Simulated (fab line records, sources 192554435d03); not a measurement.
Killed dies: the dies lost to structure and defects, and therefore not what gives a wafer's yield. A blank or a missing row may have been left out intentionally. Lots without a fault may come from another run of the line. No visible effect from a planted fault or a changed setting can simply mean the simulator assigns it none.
fab line records | flow n5-finfet
record: lots: 10 | wafers: 27 | last-day: 19
route steps=1938 shown BEOL_M0_SAQP@673 BEOL_M4@1111 PASSIVATION@1936
lots that met no fault: taken from a fault-free run of the same line
start-h: hours from the record's first day to the start of the lot's first wafer shown | wait-h: hours from the lot's prior step to this one | " the same as in the row above | L1.1+2: a single row standing in for several wafers | - no value, or no start given | * or withheld: withheld | < > ~ a bound
route shown NAME@n: names a module that has steps shown in the file, with the first one's number in the route | usual: mean/standard deviation of fault-free wafers | same: alike in all rows | chamber/n: place in a boat | sites: the reading at each site | _std_site: their standard deviation | _edge_site: the outer-site mean with the inner-site mean subtracted | radius-mm: how far each site lies from the wafer's centre | mask NAME#n: copy n | behind: the tool/chamber that last shaped the wafer | hold: why the lot went on hold/how many hours it stayed there/how the hold came to an end | device: which transistor (n, p or np) failed to switch | end of line: tests of these same wafers at the route's end | for a step that has no rows: nothing shown but its recipe | killed: at the first sort, the dies lost to defects and structure; wafer yield is something else | map: a wafer's dies, marking killed ones x, the rest . and places with no die _
set.NAME: the setting the step ran with; set.NAME@STEP: the setting that earlier step ran with | model.NAME: the simulator's own value behind a step, which no gauge read
a sample of lots followed through the steps of the route, with each step as a table and each wafer as a row
services: from which hour (start-h, from the record's first day; less than 0 if before it) a tool's chamber was out of use, for how many hours, and why
== steps ==
step: N5_BEOL_M0_SAQP_ETCH_107
recipe: chemistry: CH3F/O2 | target: SiNx | target-depth-a: 300 | mask-material: SOC | pressure-mtorr: 30 | source-w: 395 | bias-w: 73 | Ar_flow_sccm: 150 | CH3F_flow_sccm: 30 | O2_flow_sccm: 20 | ion-energy-ev: 120
usual: drypump-motor-current-A: 5.5/0.49 | oes_o_777_au: 0.81/0.098 | oes-product-au: 0.81/0.097 | rf-vpp-V: 298/7.1 | showerhead-plenum-p-Torr: 1.98/0.072 | throttle-valve-pct: 16.39/0.24
lot.wafer | tool        | chamber | start-h | wait-h | drypump-motor-current-A | oes_o_777_au | oes-product-au | rf-hours-counter-h | rf-vpp-V | showerhead-plenum-p-Torr | throttle-valve-pct
L258.1    | rie-diel-01 | 1       | 115.96  | 0.0    | 5.1                     | 0.71         | 0.76           | 134                | 298      | 1.94                     | 16.76
L258.5    | "           | 3       | "       | "      | 5.6                     | 0.73         | 0.69           | -                  | 292      | 2.07                     | 16.42
L258.6    | "           | 1       | "       | "      | 5.1                     | 0.71         | 0.76           | -                  | 299      | 1.94                     | 16.77
L261.1    | rie-diel-03 | 1       | 141.46  | 0.0    | 5.6                     | 0.74         | 0.73           | 187                | 302      | 1.98                     | 16.55
L261.3    | "           | 0       | "       | "      | 5.0                     | 0.95         | 0.95           | 12                 | 293      | 2.13                     | 16.08
L261.6    | "           | 2       | "       | "      | 5.1                     | 0.85         | 0.82           | -                  | 293      | 2.03                     | 16.38
L263.1    | rie-diel-03 | 2       | 142.06  | 0.0    | 5.1                     | 0.85         | 0.82           | 94                 | 292      | 2.03                     | 16.40
L263.3    | "           | 1       | "       | "      | 5.6                     | 0.74         | 0.73           | 187                | 302      | 1.98                     | 16.54
L263.4    | "           | 0       | "       | "      | 5.0                     | 0.95         | 0.96           | 12                 | 293      | 2.13                     | 16.08
L266.2    | rie-diel-01 | 2       | 160.40  | 0.0    | 5.4                     | 0.92         | 0.94           | 16                 | 313      | 1.94                     | 15.99
L266.3    | "           | 1       | "       | "      | 5.1                     | 0.70         | 0.74           | 152                | 300      | 1.94                     | 16.79
L266.6    | "           | 2       | "       | "      | 5.5                     | 0.92         | 0.94           | -                  | 314      | 1.94                     | 15.98
L268.1    | rie-diel-01 | 1       | 176.13  | 0.0    | 5.1                     | 0.69         | 0.74           | 157                | 300      | 1.94                     | 16.81
L268.4    | "           | 1       | "       | "      | 5.1                     | 0.70         | 0.74           | -                  | 300      | 1.94                     | 16.79
L268.6    | "           | 3       | "       | "      | 5.6                     | 1.01         | 0.96           | -                  | 291      | 2.06                     | 15.98
L271.1    | rie-diel-04 | 3       | 194.40  | 0.0    | 6.4                     | 0.76         | 0.75           | 149                | 294      | 2.00                     | 16.56
L271.2    | "           | 1       | "       | "      | 5.7                     | 0.77         | 0.79           | 141                | 306      | 2.00                     | 16.40
L271.4    | "           | 0       | "       | "      | 5.3                     | 0.92         | 0.92           | 20                 | 304      | 2.04                     | 16.36
L272.3    | rie-diel-04 | 1       | 196.22  | 0.0    | 5.6                     | 0.78         | 0.80           | 141                | 303      | 2.00                     | 16.38
L272.5    | "           | 2       | "       | "      | 4.7                     | 0.71         | 0.70           | -                  | 288      | 1.87                     | 16.23
L275.3    | rie-diel-04 | 3       | 211.65  | 0.0    | 6.4                     | 0.75         | 0.75           | 154                | 293      | 2.00                     | 16.56
L275.4    | "           | 0       | "       | "      | 5.3                     | 0.90         | 0.91           | 25                 | 304      | 2.04                     | 16.38
L280.1    | rie-diel-04 | 2       | 242.14  | 0.0    | 4.7                     | 0.70         | 0.69           | 227                | 289      | 1.87                     | 16.26
L280.3    | "           | 0       | "       | "      | 5.3                     | 0.89         | 0.90           | 33                 | 303      | 2.04                     | 16.41
L280.5    | "           | 2       | "       | "      | 4.7                     | 0.70         | 0.69           | -                  | 287      | 1.87                     | 16.25
L281.4    | rie-diel-01 | 1       | 250.23  | 0.0    | 5.1                     | 0.67         | 0.71           | -                  | 300      | 1.93                     | 16.86
L281.5    | "           | 2       | "       | "      | 5.4                     | 0.86         | 0.87           | -                  | 312      | 1.93                     | 16.04
step: N5_BEOL_M0_SAQP_EXPOSE_37
recipe: mask-id: M0_CUT1 | na: 0.33 | source-shape: annular | sigma-inner: 0.35 | sigma-outer: 0.8 | polarization: unpolarized | target-cd-nm: 30 | dose-mj: 44.75
lot.wafer  | tool           | chamber | start-h | wait-h | mask
L258.1+5+6 | euv-scanner-01 | 0       | 117.12  | -      | M0_CUT1#0
L261.1+3+6 | euv-scanner-02 | 0       | 142.74  | -      | M0_CUT1#0
L263.1+3+4 | euv-scanner-02 | 0       | 143.22  | -      | M0_CUT1#0
L266.2+3+6 | euv-scanner-02 | 0       | 161.57  | -      | M0_CUT1#0
L268.1+4+6 | euv-scanner-02 | 0       | 177.42  | -      | M0_CUT1#0
L271.1+2+4 | euv-scanner-02 | 0       | 195.57  | -      | M0_CUT1#0
L272.3+5   | euv-scanner-02 | 0       | 198.99  | -      | M0_CUT1#0
L275.3+4   | euv-scanner-02 | 0       | 213.09  | -      | M0_CUT1#0
L280.1+3+5 | euv-scanner-01 | 0       | 243.30  | -      | M0_CUT1#0
L281.4+5   | euv-scanner-01 | 0       | 251.42  | -      | M0_CUT1#0
step: N5_BEOL_M0_SAQP_CD_MEAS_40
recipe: target-cd-nm: 30 | landing-energy-ev: 500 | detector: se-inlens
usual: cd-nm: 30.1/0.33
lot.wafer | tool      | chamber | start-h | wait-h | cd-nm
L258.1    | cd-sem-02 | 0       | 117.26  | -      | 30.3
L258.5    | "         | 0       | "       | "      | 30.3
L258.6    | "         | 0       | "       | "      | 29.9
L261.1    | cd-sem-01 | 0       | 142.88  | -      | 30.3
L261.3    | "         | 0       | "       | "      | 30.6
L261.6    | "         | 0       | "       | "      | 30.6
L263.1    | cd-sem-01 | 0       | 143.36  | -      | 30.0
L263.3    | "         | 0       | "       | "      | 30.2
L263.4    | "         | 0       | "       | "      | 30.0
L266.2    | cd-sem-01 | 0       | 161.70  | -      | 30.2
L266.3    | "         | 0       | "       | "      | 29.8
L266.6    | "         | 0       | "       | "      | 30.1
L268.1    | cd-sem-02 | 0       | 177.55  | -      | 30.0
L268.4    | "         | 0       | "       | "      | 30.0
L268.6    | "         | 0       | "       | "      | 30.4
L271.1    | cd-sem-02 | 0       | 195.70  | -      | 30.4
L271.2    | "         | 0       | "       | "      | 26.9
L271.4    | "         | 0       | "       | "      | 29.8
L272.3    | cd-sem-01 | 0       | 199.11  | -      | 27.4
L272.5    | "         | 0       | "       | "      | 29.8
L275.3    | cd-sem-02 | 0       | 213.21  | -      | 26.5
L275.4    | "         | 0       | "       | "      | 30.2
L280.1    | cd-sem-02 | 0       | 243.44  | -      | 30.0
L280.3    | "         | 0       | "       | "      | 30.2
L280.5    | "         | 0       | "       | "      | 30.2
L281.4    | cd-sem-02 | 0       | 251.54  | -      | 29.8
L281.5    | "         | 0       | "       | "      | 29.6
step: N5_BEOL_M0_SAQP_OVL_MEAS_41
recipe: points-per-wafer: 522
usual: M0_CUT1_OVL: 0.1/0.67
lot.wafer | tool       | chamber | start-h | wait-h | M0_CUT1_OVL[nm]
L258.1    | overlay-01 | 0       | 117.29  | 0.0    | -0.4
L258.5    | "          | 0       | "       | "      | -0.6
L258.6    | "          | 0       | "       | "      | 0.3
L261.1    | overlay-02 | 0       | 142.91  | 0.0    | 1.0
L261.3    | "          | 0       | "       | "      | 0.9
L261.6    | "          | 0       | "       | "      | 0.6
L263.1    | overlay-01 | 0       | 143.39  | 0.0    | 0.5
L263.3    | "          | 0       | "       | "      | 0.5
L263.4    | "          | 0       | "       | "      | 1.2
L266.2    | overlay-01 | 0       | 161.73  | 0.0    | 1.0
L266.3    | "          | 0       | "       | "      | 0.4
L266.6    | "          | 0       | "       | "      | 1.1
L268.1    | overlay-02 | 0       | 177.58  | 0.0    | -0.2
L268.4    | "          | 0       | "       | "      | 0.7
L268.6    | "          | 0       | "       | "      | 0.7
L271.1    | overlay-02 | 0       | 195.73  | 0.0    | -0.2
L271.2    | "          | 0       | "       | "      | 0.6
L271.4    | "          | 0       | "       | "      | 1.6
L272.3    | overlay-02 | 0       | 199.15  | 0.0    | 0.3
L272.5    | "          | 0       | "       | "      | 0.2
L275.3    | overlay-02 | 0       | 213.25  | 0.0    | 0.4
L275.4    | "          | 0       | "       | "      | 0.3
L280.1    | overlay-02 | 0       | 243.47  | 0.0    | -1.0
L280.3    | "          | 0       | "       | "      | -1.9
L280.5    | "          | 0       | "       | "      | -0.6
L281.4    | overlay-02 | 0       | 251.58  | 0.0    | -0.5
L281.5    | "          | 0       | "       | "      | -0.7
step: N5_BEOL_M0_SAQP_ALD_48
recipe: material: SiO2 | target-thk-a: 200 | temp-c: 100 | ald-precursor-family: BDEAS | ald-co-reactant: O2-plasma | pulse-time-s: 1 | co-reactant-pulse-time-s: 1 | purge-time-s: 2 | co-reactant-purge-time-s: 2 | ald-cycles: 139 | pressure-torr: 2
usual: heater-power-w: 75/9.3 | precursor-pulse-height-rel: 1.000/0.021 | susceptor-temp-C: 99.99/0.14
same: ald-cycles: 139 | pulse-time-s: 1
lot.wafer | tool       | chamber | start-h | wait-h | heater-power-w | precursor-pulse-height-rel | susceptor-temp-C
L258.1    | ald-sin-03 | 0       | 117.71  | 0.0    | 89             | 1.004                      | 100.00
L258.5    | "          | 2       | "       | "      | 90             | 1.033                      | 100.03
L258.6    | "          | 3       | "       | "      | 65             | 1.012                      | 100.30
L261.1    | ald-sin-03 | 0       | 143.35  | 0.1    | 90             | 1.032                      | 100.11
L261.3    | "          | 3       | "       | "      | 65             | 0.999                      | 100.00
L261.6    | "          | 2       | "       | "      | 89             | 1.000                      | 99.92
L263.1    | ald-sin-03 | 1       | 144.07  | 0.2    | 67             | 1.012                      | 100.10
L263.3    | "          | 2       | "       | "      | 88             | 0.977                      | 99.92
L263.4    | "          | 3       | "       | "      | 65             | 1.024                      | 99.87
L266.2    | ald-sin-02 | 3       | 162.19  | 0.1    | 87             | 0.998                      | 99.98
L266.3    | "          | 1       | "       | "      | 77             | 1.029                      | 100.02
L266.6    | "          | 3       | "       | "      | 87             | 1.021                      | 99.94
L268.1    | ald-sin-02 | 2       | 178.06  | 0.0    | 77             | 1.020                      | 99.98
L268.4    | "          | 1       | "       | "      | 77             | 0.968                      | 100.10
L268.6    | "          | 2       | "       | "      | 78             | 1.010                      | 99.85
L271.1    | ald-sin-04 | 1       | 197.55  | 1.5    | 79             | 0.997                      | 99.94
L271.2    | "          | 0       | "       | "      | 66             | 0.965                      | 100.23
L271.4    | "          | 3       | "       | "      | 64             | 1.031                      | 100.18
L272.3    | ald-sin-03 | 2       | 199.51  | 0.0    | 88             | 0.985                      | 99.90
L272.5    | "          | 0       | "       | "      | 90             | 1.011                      | 99.94
L275.3    | ald-sin-03 | 3       | 213.61  | 0.0    | 65             | 0.998                      | 99.97
L275.4    | "          | 2       | "       | "      | 87             | 1.012                      | 100.01
L280.1    | ald-sin-02 | 3       | 243.84  | 0.0    | 86             | 1.004                      | 100.00
L280.3    | "          | 0       | "       | "      | 76             | 0.995                      | 100.01
L280.5    | "          | 2       | "       | "      | 77             | 1.019                      | 100.00
L281.4    | ald-sin-04 | 3       | 252.90  | 0.1    | 62             | 1.018                      | 99.88
L281.5    | "          | 1       | "       | "      | 77             | 1.022                      | 99.93
step: N5_BEOL_M4_RC_MEAS_101
usual: DIBL_N: 36.5/2.2 | DIBL_P: 36.9/2.9 | IOFF_N: 0.17/0.044 | IOFF_P: 0.22/0.052 | ION_N: 671/16 | ION_P: 461/10 | SS_N: 71.6/0.73 | SS_P: 73.5/0.79 | VT_N: 250/4.1 | VT_P: -250/4.1
lot.wafer | tool      | chamber | start-h | wait-h | DIBL_N[mV/V] | DIBL_P[mV/V] | IOFF_N[nA/um] | IOFF_P[nA/um] | ION_N[uA/um] | ION_P[uA/um] | SS_N[mV/dec] | SS_P[mV/dec] | VT_N[mV] | VT_P[mV]
L258.1    | prober-01 | 0       | 178.63  | 0.0    | 34.2         | 34.7         | 0.12          | 0.16          | 667          | 455          | 70.9         | 72.1         | 253      | -255
L258.5    | "         | 0       | "       | "      | 35.1         | 37.1         | 0.13          | 0.19          | 674          | 463          | 71.0         | 72.9         | 252      | -254
L258.6    | "         | 0       | "       | "      | 32.4         | 30.0         | 0.09          | 0.10          | 647          | 440          | 70.4         | 71.1         | 260      | -262
L261.1    | prober-01 | 0       | 207.00  | 0.0    | 37.2         | 35.2         | 0.16          | 0.19          | 653          | 439          | 72.2         | 72.8         | 253      | -253
L261.3    | "         | 0       | "       | "      | 35.6         | 36.2         | 0.14          | 0.22          | 658          | 462          | 71.2         | 72.7         | 254      | -250
L261.6    | "         | 0       | "       | "      | 36.1         | 35.9         | 0.15          | 0.22          | 670          | 457          | 71.4         | 73.2         | 253      | -251
L263.1    | prober-02 | 0       | 207.74  | 0.0    | 36.2         | 37.7         | 0.19          | 0.27          | 680          | 476          | 71.6         | 73.3         | 245      | -245
L263.3    | "         | 0       | "       | "      | 35.3         | 36.1         | 0.17          | 0.24          | 671          | 462          | 70.7         | 73.0         | 249      | -247
L263.4    | "         | 0       | "       | "      | 36.0         | 37.1         | 0.16          | 0.24          | 668          | 467          | 71.7         | 74.0         | 251      | -249
L266.2    | prober-01 | 0       | 242.80  | 0.2    | 35.8         | 35.2         | 0.14          | 0.19          | 670          | 454          | 71.9         | 73.4         | 253      | -253
L266.3    | "         | 0       | "       | "      | 37.1         | 38.6         | 0.16          | 0.24          | 652          | 453          | 72.5         | 73.8         | 248      | -250
L266.6    | "         | 0       | "       | "      | 34.8         | 32.0         | 0.13          | 0.14          | 638          | 436          | 72.4         | 72.6         | 258      | -258
L268.1    | prober-02 | 0       | 252.78  | 0.0    | 36.4         | 37.6         | 0.18          | 0.21          | 671          | 452          | 71.5         | 73.4         | 247      | -252
L268.4    | "         | 0       | "       | "      | 36.7         | 38.7         | 0.16          | 0.23          | 677          | 466          | 71.2         | 74.4         | 246      | -249
L268.6    | "         | 0       | "       | "      | 37.2         | 40.4         | 0.22          | 0.25          | 709          | 475          | 71.3         | 73.4         | 243      | -247
L271.1    | prober-02 | 0       | 265.89  | 0.2    | 35.8         | 35.7         | 0.16          | 0.19          | 689          | 471          | 71.6         | 73.1         | 247      | -249
L271.4    | "         | 0       | "       | "      | 36.5         | 37.2         | 0.17          | 0.22          | 680          | 466          | 71.3         | 73.1         | 249      | -251
L272.5    | prober-02 | 0       | 269.18  | 0.6    | 36.0         | 36.9         | 0.14          | 0.20          | 668          | 454          | 71.4         | 73.4         | 254      | -252
L275.4    | prober-02 | 0       | 291.08  | 0.5    | 37.3         | 39.9         | 0.18          | 0.30          | 656          | 459          | 71.9         | 74.1         | 248      | -244
L280.1    | prober-01 | 0       | 317.82  | 0.0    | 35.3         | 35.5         | 0.14          | 0.18          | 666          | 461          | 70.9         | 73.1         | 250      | -252
L280.3    | "         | 0       | "       | "      | 38.1         | 38.7         | 0.18          | 0.23          | 674          | 463          | 71.7         | 74.3         | 247      | -249
L280.5    | "         | 0       | "       | "      | 37.8         | 39.4         | 0.17          | 0.25          | 668          | 461          | 71.4         | 74.4         | 248      | -252
L281.4    | prober-01 | 0       | 340.80  | 0.5    | 40.2         | 42.9         | 0.23          | 0.29          | 669          | 456          | 72.3         | 74.7         | 248      | -247
L281.5    | "         | 0       | "       | "      | 42.3         | 44.0         | 0.28          | 0.33          | 702          | 471          | 73.4         | 75.0         | 242      | -243
step: N5_PASSIVATION_PROBE_49
usual: defect-limited-yield: 91.3/1.4 | killed_at_M0_to_M3: 36/10 | killed_at_M4_up: 13/5.4 | killed-at-contacts: 12/5.3 | killed-at-front-end: 39/10 | killed-at-other: 3.2/2.7 | killed-dies: 103/16 | killed-on-rim: 13/4 | killed-open: 68/13 | killed-short: 33/6.6 | sort_bin_4_leakage: 0.01/0.031 | sort_bin_5_function: 5.1/0.92 | sort_bin_6_memory: 3.3/0.68 | sort_bin_8_speed: 0.1/0.41 | sort-n-pass: 1077/17 | sort-yield-pct: 91.2/1.4
same: gross-dies: 1180 | killed-at-back-side: 0
lot.wafer | tool      | chamber | start-h | wait-h | defect-limited-yield[%] | killed_at_M0_to_M3 | killed_at_M4_up | killed-at-contacts | killed-at-front-end | killed-at-other | killed-dies | killed-on-rim | killed-open | killed-short | sort_bin_4_leakage[%] | sort_bin_5_function[%] | sort_bin_6_memory[%] | sort_bin_8_speed[%] | sort-n-pass | sort-yield-pct[%]
L268.1    | prober-01 | -       | 351.59  | 0.0    | 90.3                    | 51                 | 16              | 17                 | 30                  | 0               | 114         | 14            | 72          | 41           | 0                     | 5.9                    | 3.6                  | 0                   | 1066        | 90.3
L268.4    | prober-01 | -       | 351.74  | 0.2    | 89.8                    | 49                 | 23              | 22                 | 21                  | 5               | 120         | 13            | 85          | 31           | 0                     | 5.9                    | 3.8                  | 0                   | 1060        | 89.8
L268.6    | prober-01 | -       | 351.84  | 0.3    | 90.8                    | 43                 | 12              | 10                 | 39                  | 4               | 108         | 9             | 72          | 36           | 0                     | 4.9                    | 3.9                  | 0                   | 1072        | 90.8
L272.3    | prober-02 | -       | 374.92  | 0.1    | 0                       | 1114               | 20              | 13                 | 33                  | 0               | 1180        | 152           | 77          | 19           | 0                     | 5.5                    | 2.7                  | 0                   | 0           | 0
L272.5    | prober-02 | -       | 375.02  | 0.2    | 92.6                    | 34                 | 10              | 16                 | 27                  | 0               | 87          | 14            | 54          | 31           | 0                     | 4.2                    | 3.0                  | 0                   | 1093        | 92.6
L271.1    | prober-01 | -       | 390.21  | 0.0    | 92.1                    | 28                 | 12              | 7                  | 45                  | 1               | 93          | 14            | 65          | 25           | 0                     | 5.0                    | 2.7                  | 0                   | 1087        | 92.1
L271.2    | prober-01 | -       | 390.26  | 0.1    | 0                       | 1119               | 5               | 24                 | 25                  | 7               | 1180        | 152           | 60          | 36           | 0                     | 4.7                    | 3.3                  | 0                   | 0           | 0
L271.4    | prober-01 | -       | 390.36  | 0.2    | 93.0                    | 25                 | 9               | 10                 | 32                  | 7               | 83          | 10            | 52          | 31           | 0                     | 3.5                    | 3.3                  | 0                   | 1097        | 93.0
L275.3    | prober-01 | -       | 402.46  | 0.1    | 0                       | 1101               | 2               | 23                 | 50                  | 4               | 1180        | 152           | 74          | 37           | 0                     | 6.0                    | 3.1                  | 0                   | 0           | 0
L275.4    | prober-01 | -       | 402.51  | 0.2    | 92.5                    | 23                 | 12              | 22                 | 29                  | 2               | 88          | 14            | 64          | 24           | 0                     | 4.5                    | 2.7                  | 0                   | 1092        | 92.5
killed by level:class
L268.1 MOL_CONTACT_COAG:geometric-particle:open=15 FIN_SAQP:geometric-particle:short=11 BEOL_M3:geometric-particle:open=11 BEOL_M0_SAQP:geometric-particle:short=11 BEOL_M2:geometric-particle:open=9 BEOL_M1:geometric-particle:open=8 STI_FIN_REVEAL:geometric-particle:open=6 GATE_CUT:geometric-particle:short=5
L268.4 MOL_CONTACT_COAG:geometric-particle:open=16 BEOL_M0_SAQP:geometric-particle:open=10 BEOL_M4:geometric-particle:open=9 BEOL_M2:geometric-particle:open=8 BEOL_M0:geometric-particle:open=7 BEOL_M3:geometric-particle:open=7 MOL_CONTACT_COAG:geometric-particle:short=6 BEOL_M0_SAQP:geometric-particle:short=6
L268.6 BEOL_M2:geometric-particle:open=13 FIN_SAQP:geometric-particle:open=11 BEOL_M0_SAQP:geometric-particle:short=9 MOL_CONTACT_COAG:geometric-particle:open=8 BEOL_M4:geometric-particle:open=7 BEOL_M0_SAQP:geometric-particle:open=5 FIN_SAQP:geometric-particle:short=4 DUMMY_GATE:geometric-particle:open=4
L272.3 BEOL_M0_SAQP:area-expose=1083 MOL_CONTACT_COAG:geometric-particle:open=11 BEOL_M1:geometric-particle:open=9 BEOL_M0_SAQP:geometric-particle:open=8 BEOL_M4:geometric-particle:open=8 DUMMY_GATE:geometric-particle:open=7 FIN_SAQP:geometric-particle:open=6 BEOL_M0_SAQP:geometric-particle:short=5
L272.5 BEOL_M0_SAQP:geometric-particle:open=12 MOL_CONTACT_COAG:geometric-particle:open=10 FIN_SAQP:geometric-particle:short=8 BEOL_M0:geometric-particle:open=7 MOL_CONTACT_COAG:geometric-particle:short=6 BEOL_M0_SAQP:geometric-particle:short=6 FIN_SAQP:geometric-particle:open=4 BEOL_M1:geometric-particle:open=4
L271.1 DUMMY_GATE:geometric-particle:open=11 FIN_SAQP:geometric-particle:open=7 BEOL_M3:geometric-particle:open=7 MOL_CONTACT_COAG:geometric-particle:open=6 BEOL_M1:geometric-particle:open=6 STI_FIN_REVEAL:geometric-particle:open=5 BEOL_M0_SAQP:geometric-particle:short=4 BEOL_M0_SAQP:geometric-particle:open=4
L271.2 BEOL_M0_SAQP:area-expose=1083 MOL_CONTACT_COAG:geometric-particle:open=18 BEOL_M0_SAQP:geometric-particle:short=8 BEOL_M0:geometric-particle:open=8 MOL_CONTACT_COAG:geometric-particle:short=6 BEOL_M0_SAQP:geometric-particle:open=6 MIM_TOP_ETCH:geometric-particle:short=6 BEOL_M1:geometric-particle:open=5
L271.4 MOL_CONTACT_COAG:geometric-particle:open=9 BEOL_M0_SAQP:geometric-particle:short=8 BEOL_M2:geometric-particle:open=6 STI_FIN_REVEAL:geometric-particle:open=5 DUMMY_GATE:geometric-particle:open=4 ILD0:geometric-particle:open=4 MIM_TOP_ETCH:geometric-particle:short=4 STARTING-WAFER:geometric-particle:short=4
L275.3 BEOL_M0_SAQP:area-expose=1069 MOL_CONTACT_COAG:geometric-particle:open=17 FIN_SAQP:geometric-particle:short=10 STI_FIN_REVEAL:geometric-particle:open=10 BEOL_M1:geometric-particle:open=10 BEOL_M2:geometric-particle:open=10 FIN_SAQP:geometric-particle:open=8 GATE_CUT:geometric-particle:short=7
L275.4 MOL_CONTACT_COAG:geometric-particle:open=16 BEOL_M2:geometric-particle:open=8 MOL_CONTACT_COAG:geometric-particle:short=6 BEOL_M4:geometric-particle:open=6 FIN_SAQP:geometric-particle:open=5 STI_FIN_REVEAL:geometric-particle:open=5 DUMMY_GATE:geometric-particle:open=5 BEOL_M3:geometric-particle:open=4
== services ==
tool           | chamber | start-h | hours | kind
euv-scanner-02 | 0       | 94.53   | -     | calibration
rie-diel-04    | 2       | 96.27   | 15.7  | repair
euv-scanner-02 | -       | 98.43   | 5.8   | pm
rie-diel-01    | 2       | 99.32   | -     | clean
ald-sin-03     | 3       | 101.49  | 2.7   | repair
euv-scanner-01 | -       | 102.78  | 0.8   | repair
euv-scanner-01 | -       | 105.22  | 1.0   | pm
ald-sin-04     | 3       | 123.68  | 6.9   | repair
rie-diel-04    | -       | 136.35  | 1.1   | repair
euv-scanner-01 | -       | 149.25  | 1.0   | repair
rie-diel-04    | 0       | 152.81  | 8.1   | repair
euv-scanner-02 | -       | 153.76  | 1.0   | repair
euv-scanner-02 | -       | 160.28  | 1.0   | pm
euv-scanner-01 | -       | 161.29  | 1.0   | pm
rie-diel-04    | -       | 167.56  | 0.5   | repair
euv-scanner-01 | -       | 176.91  | 5.8   | pm
ald-sin-02     | -       | 191.13  | 14.6  | pm
ald-sin-02     | 0       | 210.93  | 13.8  | repair
euv-scanner-02 | -       | 216.43  | 1.0   | pm
euv-scanner-01 | -       | 217.44  | 1.0   | pm
euv-scanner-01 | -       | 222.15  | 4.6   | pm
rie-diel-01    | 0       | 223.37  | 15.1  | repair
rie-diel-01    | 3       | 232.64  | 22.4  | repair
rie-diel-03    | -       | 244.35  | 28.1  | pm
== key ==
first-sign: step: N5_BEOL_M0_SAQP_CD_MEAS_40 | reading: cd-nm | direction: down | sigmas: 9.5 | usual: 30.1 | struck: 26.9
effect: step: N5_PASSIVATION_PROBE_49 | reading: killed_at_M0_to_M3 | direction: up | sigmas: 99+ | usual: 36 | struck: 1111
more-kills-born-at: N5_BEOL_M0_SAQP_EXPOSE_37@euv-scanner-02: 3235
met-at N5_BEOL_M0_SAQP_EXPOSE_37
struck-lots L271,L272,L275
struck-wafers L271.2,L272.3,L275.3
later-rows-left-out L271.2,L272.3,L275.3
not-acting-at N5_BEOL_M0_SAQP_ETCH_107,N5_BEOL_M0_SAQP_OVL_MEAS_41,N5_BEOL_M0_SAQP_ALD_48
onset-between 177.42 195.57
fault: kind: process-parameter-drift | tool: euv-scanner-02 | chamber: - | onset-h: 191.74 | steps: N5_BEOL_M0_SAQP_EXPOSE_37 | channel: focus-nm | offset: 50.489 | shape: step | end-h: 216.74 | scope: struck-wafers-only
later-rows-left-out: the simulator's readings of these wafers behind a module that went badly wrong aren't trusted and aren't shown, but for the sort
